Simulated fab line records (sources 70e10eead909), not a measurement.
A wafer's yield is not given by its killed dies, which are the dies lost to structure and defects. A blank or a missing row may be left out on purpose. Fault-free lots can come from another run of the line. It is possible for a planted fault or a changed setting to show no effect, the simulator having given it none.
fab line records	flow nand_harc
[record] lots = 14	wafers = 42	last_day = 34
route steps=1302 shown A_CONTACT@1006
lots that met no fault: taken from a fault-free run of the same line
start_h: hours from the record's first day to the start of the lot's first wafer shown	wait_h: hours elapsed since this lot's preceding step	" identical to the entry in the row above	L1.1+2: a single row standing in for several wafers	- no value present, or no start provided	* or withheld: withheld	< > ~ a bound
route shown NAME@n: names a module that has steps shown in the file, with the first one's number in the route	usual: mean/standard deviation taken from wafers without a fault	same: alike in all rows	chamber/n: place in a boat	sites: the reading at each site	_std_site: the standard deviation of these	_edge_site: the outer-site mean with the inner-site mean subtracted	radius_mm: how far each site lies from the wafer's centre	mask NAME#n: copy n	behind: tool/chamber where the wafer was last shaped	hold: reason for holding the lot/hours on hold/outcome of the hold	device: which transistor (n, p or np) failed to switch	end of line: the same wafers' tests at the end of the route	a step without rows: its recipe alone	killed: the dies lost at the first sort to structure and to defects; this is not the yield of the wafer	map: shows each die of a wafer: x if killed, . if not, _ if none is there
set.NAME: the run value of the setting; set.NAME@STEP: its run value at that earlier step	model.NAME: the simulator's own value behind a step, which no gauge read
one table for each step of the route and one row for each wafer, over a sample of lots
services: from which hour (start_h, from the record's first day; less than 0 if before it) a tool's chamber was out of use, for how many hours, and why
[[steps]]
[step NHARC_A_CONTACT_ETCH_112]
[recipe] source_w = withheld	pressure_mtorr = 20	bias_v = 3000	time_s = 190	target_depth_a = 18500	ar_flow_sccm = withheld	c4f8_flow_sccm = withheld	o2_flow_sccm = withheld	chemistry = C4F8/O2/Ar
[usual] chamber_pressure_mTorr = 19.999/0.018	oes_air_line_au = 1.005/0.02
lot.wafer	tool	chamber	start_h	wait_h	chamber_pressure_mTorr	oes_air_line_au	rf_hours_counter_h
L744.2	har_cap_etch-03	1	503.29	0.2	20.006	0.992	41
L744.3	"	0	"	"	19.979	1.002	-
L744.5	"	0	"	"	20.046	0.999	-
L748.1	har_cap_etch-01	1	528.38	0.2	19.998	1.026	1
L748.2	"	0	"	"	20.003	1.058	1
L748.4	"	1	"	"	20.006	1.017	-
L749.1	har_cap_etch-01	0	535.87	0.2	20.007	0.996	4
L749.3	"	1	"	"	19.982	0.961	-
L749.5	"	0	"	"	20.000	1.012	-
L747.1	har_cap_etch-03	0	535.96	0.2	19.980	1.000	48
L747.4	"	1	"	"	19.983	0.998	-
L747.3	"	0	"	"	19.999	1.022	-
L751.1	har_cap_etch-02	0	564.17	0.2	20.011	1.010	99
L751.3	"	1	"	"	19.996	1.039	-
L751.6	"	1	"	"	20.016	1.045	-
L752.1	har_cap_etch-02	0	578.36	0.2	20.005	1.007	101
L752.4	"	0	"	"	20.011	0.989	-
L752.6	"	1	"	"	19.994	1.010	-
L754.2	har_cap_etch-02	0	593.18	0.2	-	-	-
L754.1	"	1	"	"	-	-	-
L754.3	"	0	"	"	-	-	-
L753.2	har_cap_etch-03	0	594.05	0.2	-	-	-
L753.5	"	0	"	"	-	-	-
L753.6	"	1	"	"	-	-	-
L755.4	har_cap_etch-01	0	611.01	0.2	19.994	0.998	-
L755.3	"	1	"	"	19.985	1.004	-
L755.6	"	1	"	"	20.011	1.044	-
L759.4	har_cap_etch-02	0	658.01	0.2	19.992	0.976	-
L759.3	"	1	"	"	20.009	1.026	-
L759.6	"	0	"	"	20.005	0.985	-
L762.2	har_cap_etch-02	0	672.78	0.2	19.986	1.007	117
L762.6	"	1	"	"	20.025	1.000	-
L762.5	"	0	"	"	20.010	0.992	-
L763.2	har_cap_etch-02	0	690.74	0.2	19.984	1.001	122
L763.4	"	1	"	"	20.020	0.982	-
L763.6	"	0	"	"	19.998	0.986	-
L764.2	har_cap_etch-03	0	706.79	0.2	20.013	0.995	78
L764.4	"	1	"	"	19.990	1.033	-
L764.6	"	0	"	"	19.990	1.021	-
L765.1	har_cap_etch-01	1	744.54	0.2	19.978	0.987	38
L765.2	"	0	"	"	19.970	0.975	38
L765.3	"	0	"	"	20.019	0.983	-
[step NHARC_A_CONTACT_ETCH_113]
[recipe] source_w = withheld	pressure_mtorr = 20	bias_v = 3000	time_s = 190	target_depth_a = 18500	ar_flow_sccm = withheld	c4f8_flow_sccm = withheld	o2_flow_sccm = withheld	chemistry = C4F8/O2/Ar
[usual] chamber_pressure_mTorr = 19.999/0.019	oes_air_line_au = 1.001/0.019
lot.wafer	tool	chamber	start_h	wait_h	chamber_pressure_mTorr	oes_air_line_au	rf_hours_counter_h
L744.2	har_cap_etch-03	1	503.46	0.1	19.978	1.003	41
L744.3	"	0	"	"	20.030	0.992	-
L744.5	"	0	"	"	19.995	0.977	-
L748.1	har_cap_etch-01	1	528.55	0.1	19.989	1.000	2
L748.2	"	0	"	"	20.031	0.965	2
L748.4	"	1	"	"	19.997	1.031	-
L749.1	har_cap_etch-01	0	536.04	0.1	19.980	1.019	4
L749.3	"	1	"	"	20.012	1.006	-
L749.5	"	0	"	"	20.026	0.995	-
L747.1	har_cap_etch-03	0	536.13	0.1	20.001	0.977	48
L747.4	"	1	"	"	19.979	1.017	-
L747.3	"	0	"	"	19.997	0.972	-
L751.1	har_cap_etch-02	0	564.35	0.1	20.019	1.008	99
L751.3	"	1	"	"	20.026	0.988	-
L751.6	"	1	"	"	19.975	1.002	-
L752.1	har_cap_etch-02	0	578.54	0.1	20.046	1.007	101
L752.4	"	0	"	"	19.977	1.016	-
L752.6	"	1	"	"	19.996	1.030	-
L754.2	har_cap_etch-02	0	593.35	0.1	20.019	1.030	104
L754.1	"	1	"	"	20.017	1.006	104
L754.3	"	0	"	"	20.005	1.013	-
L753.2	har_cap_etch-03	0	594.22	0.1	20.000	0.974	59
L753.5	"	0	"	"	19.992	1.001	-
L753.6	"	1	"	"	19.979	0.991	-
L755.4	har_cap_etch-01	0	611.18	0.1	20.000	0.981	-
L755.3	"	1	"	"	20.005	0.969	-
L755.6	"	1	"	"	19.987	1.007	-
L759.4	har_cap_etch-02	0	658.18	0.1	20.020	0.995	-
L759.3	"	1	"	"	19.990	1.028	-
L759.6	"	0	"	"	19.993	0.995	-
L762.2	har_cap_etch-02	0	672.95	0.1	20.003	1.012	118
L762.6	"	1	"	"	19.987	1.013	-
L762.5	"	0	"	"	20.014	1.035	-
L763.2	har_cap_etch-02	0	690.96	0.2	19.977	0.982	122
L763.4	"	1	"	"	20.033	0.993	-
L763.6	"	0	"	"	19.992	0.985	-
L764.2	har_cap_etch-03	0	706.96	0.1	19.986	0.991	78
L764.4	"	1	"	"	19.981	0.982	-
L764.6	"	0	"	"	19.994	0.980	-
L765.1	har_cap_etch-01	1	744.71	0.1	19.998	0.997	38
L765.2	"	0	"	"	19.988	0.996	38
L765.3	"	0	"	"	19.974	0.997	-
[step NHARC_A_CONTACT_ETCH_118]
[recipe] source_w = withheld	pressure_mtorr = 20	bias_v = 3000	time_s = 190	target_depth_a = 18500	ar_flow_sccm = withheld	c4f8_flow_sccm = withheld	o2_flow_sccm = withheld	chemistry = C4F8/O2/Ar
[usual] chamber_pressure_mTorr = 20.000/0.017	oes_air_line_au = 1.001/0.021
lot.wafer	tool	chamber	start_h	wait_h	chamber_pressure_mTorr	oes_air_line_au	rf_hours_counter_h
L744.2	har_cap_etch-03	1	504.32	0.1	20.000	1.001	41
L744.3	"	0	"	"	19.988	0.996	-
L744.5	"	0	"	"	20.009	0.992	-
L748.1	har_cap_etch-01	1	529.40	0.1	20.008	0.994	2
L748.2	"	0	"	"	20.023	0.984	2
L748.4	"	1	"	"	19.993	0.950	-
L749.1	har_cap_etch-01	0	536.89	0.1	20.023	1.022	5
L749.3	"	1	"	"	20.004	0.984	-
L749.5	"	0	"	"	19.984	1.017	-
L747.1	har_cap_etch-03	0	536.98	0.1	19.993	0.984	49
L747.4	"	1	"	"	20.018	0.972	-
L747.3	"	0	"	"	20.010	0.979	-
L751.1	har_cap_etch-02	0	565.20	0.1	19.997	0.988	100
L751.3	"	1	"	"	19.972	1.039	-
L751.6	"	1	"	"	20.009	1.000	-
L752.1	har_cap_etch-02	0	579.39	0.1	20.024	0.998	102
L752.4	"	0	"	"	19.991	1.005	-
L752.6	"	1	"	"	19.978	1.026	-
L754.2	har_cap_etch-02	0	594.21	0.1	19.981	0.996	104
L754.1	"	1	"	"	20.019	1.029	104
L754.3	"	0	"	"	20.013	0.968	-
L753.2	har_cap_etch-03	0	595.07	0.1	19.977	1.005	59
L753.5	"	0	"	"	19.996	1.006	-
L753.6	"	1	"	"	20.031	0.984	-
L755.4	har_cap_etch-01	0	612.03	0.1	19.996	0.999	-
L755.3	"	1	"	"	19.996	0.982	-
L755.6	"	1	"	"	20.005	0.976	-
L759.4	har_cap_etch-02	0	659.04	0.1	20.012	1.063	-
L759.3	"	1	"	"	20.016	1.012	-
L759.6	"	0	"	"	19.991	1.031	-
L762.2	har_cap_etch-02	0	673.80	0.1	20.011	0.999	118
L762.6	"	1	"	"	19.973	1.015	-
L762.5	"	0	"	"	20.012	0.981	-
L763.2	har_cap_etch-02	0	692.10	0.2	20.039	0.991	122
L763.4	"	1	"	"	19.996	1.003	-
L763.6	"	0	"	"	19.998	1.023	-
L764.2	har_cap_etch-03	0	707.82	0.1	19.992	1.004	79
L764.4	"	1	"	"	19.992	1.000	-
L764.6	"	0	"	"	19.990	1.019	-
L765.1	har_cap_etch-01	1	745.56	0.1	19.991	0.968	39
L765.2	"	0	"	"	20.019	0.973	39
L765.3	"	0	"	"	20.004	0.967	-
[step NHARC_A_CONTACT_ETCH_119]
[recipe] source_w = withheld	pressure_mtorr = 20	bias_v = 3000	time_s = 190	target_depth_a = 18500	ar_flow_sccm = withheld	c4f8_flow_sccm = withheld	o2_flow_sccm = withheld	chemistry = C4F8/O2/Ar
[usual] chamber_pressure_mTorr = 19.999/0.018	oes_air_line_au = 1.003/0.021
lot.wafer	tool	chamber	start_h	wait_h	chamber_pressure_mTorr	oes_air_line_au	rf_hours_counter_h
L744.2	har_cap_etch-03	1	504.49	0.1	19.992	1.002	42
L744.3	"	0	"	"	20.010	1.013	-
L744.5	"	0	"	"	20.038	1.039	-
L748.1	har_cap_etch-01	1	529.57	0.1	19.981	1.035	3
L748.2	"	0	"	"	19.984	0.939	3
L748.4	"	1	"	"	20.019	1.010	-
L749.1	har_cap_etch-01	0	537.06	0.1	19.993	0.999	5
L749.3	"	1	"	"	19.985	0.991	-
L749.5	"	0	"	"	20.013	0.991	-
L747.1	har_cap_etch-03	0	537.15	0.1	20.020	1.031	49
L747.4	"	1	"	"	20.025	1.020	-
L747.3	"	0	"	"	20.029	0.990	-
L751.1	har_cap_etch-02	0	565.37	0.1	19.967	1.035	100
L751.3	"	1	"	"	20.017	1.034	-
L751.6	"	1	"	"	19.984	1.005	-
L752.1	har_cap_etch-02	0	579.56	0.1	20.001	1.020	102
L752.4	"	0	"	"	19.983	1.005	-
L752.6	"	1	"	"	19.965	1.019	-
L754.2	har_cap_etch-02	0	594.38	0.1	19.976	1.000	105
L754.1	"	1	"	"	20.017	1.005	105
L754.3	"	0	"	"	19.998	0.989	-
L753.2	har_cap_etch-03	0	595.24	0.1	20.009	1.022	60
L753.5	"	0	"	"	20.000	1.014	-
L753.6	"	1	"	"	20.005	1.002	-
L755.4	har_cap_etch-01	0	612.20	0.1	19.972	1.031	-
L755.3	"	1	"	"	19.981	0.993	-
L755.6	"	1	"	"	20.004	1.015	-
L759.4	har_cap_etch-02	0	659.21	0.1	19.992	1.024	-
L759.3	"	1	"	"	19.996	0.976	-
L759.6	"	0	"	"	20.007	1.055	-
L762.2	har_cap_etch-02	0	673.97	0.1	19.964	0.989	119
L762.6	"	1	"	"	20.002	0.968	-
L762.5	"	0	"	"	19.995	1.002	-
L763.2	har_cap_etch-02	0	692.33	0.2	19.989	1.004	123
L763.4	"	1	"	"	20.036	0.983	-
L763.6	"	0	"	"	20.004	1.006	-
L764.2	har_cap_etch-03	0	707.99	0.1	20.015	1.015	79
L764.4	"	1	"	"	19.988	1.013	-
L764.6	"	0	"	"	20.008	1.000	-
L765.1	har_cap_etch-01	1	745.73	0.1	19.998	0.987	39
L765.2	"	0	"	"	19.980	1.000	39
L765.3	"	0	"	"	19.995	0.998	-
[[services]]
tool	chamber	start_h	hours	kind
har_cap_etch-01	-	497.00	17.0	pm
har_cap_etch-01	0	497.00	17.0	vent_cycle
har_cap_etch-01	1	497.00	17.0	vent_cycle
har_cap_etch-01	0	514.00	-	clean
har_cap_etch-01	1	514.00	-	clean
har_cap_etch-03	-	583.84	0.6	repair
har_cap_etch-03	-	728.64	0.8	repair
[[key]]
[first_sign] step = NHARC_A_CONTACT_ETCH_112	reading = tool_record	direction = missing
effect none on later readings
met_at NHARC_A_CONTACT_ETCH_112
struck_lots L753,L754
later_rows_left_out L753.2,L753.5,L753.6,L754.1,L754.2,L754.3
sort_left_out L753.2,L753.5,L753.6,L754.1,L754.2,L754.3
tester_left_out L753,L754
not_acting_at NHARC_A_CONTACT_ETCH_113,NHARC_A_CONTACT_ETCH_118,NHARC_A_CONTACT_ETCH_119
onset_between 578.36 593.18
[fault] kind = skipped_step_whole	tool = har_cap_etch-02,har_cap_etch-03	chamber = -	onset_h = 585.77	steps = NHARC_A_CONTACT_ETCH_112	scope = struck_lots_only
// tester_left_out: of these lots the tester's yield and bins aren't shown, on N5 and GAA mostly nor the transistor test; their killed dies are dies lost to structure and defects alone, not to doping, threshold or leakage, so they don't give the yield
// sort_left_out: the simulated sort isn't trusted on such a fault, so these wafers' sort isn't shown, and their yield isn't known
// later_rows_left_out: the simulator's readings of these wafers behind a module that went badly wrong aren't trusted and aren't shown, but for the sort
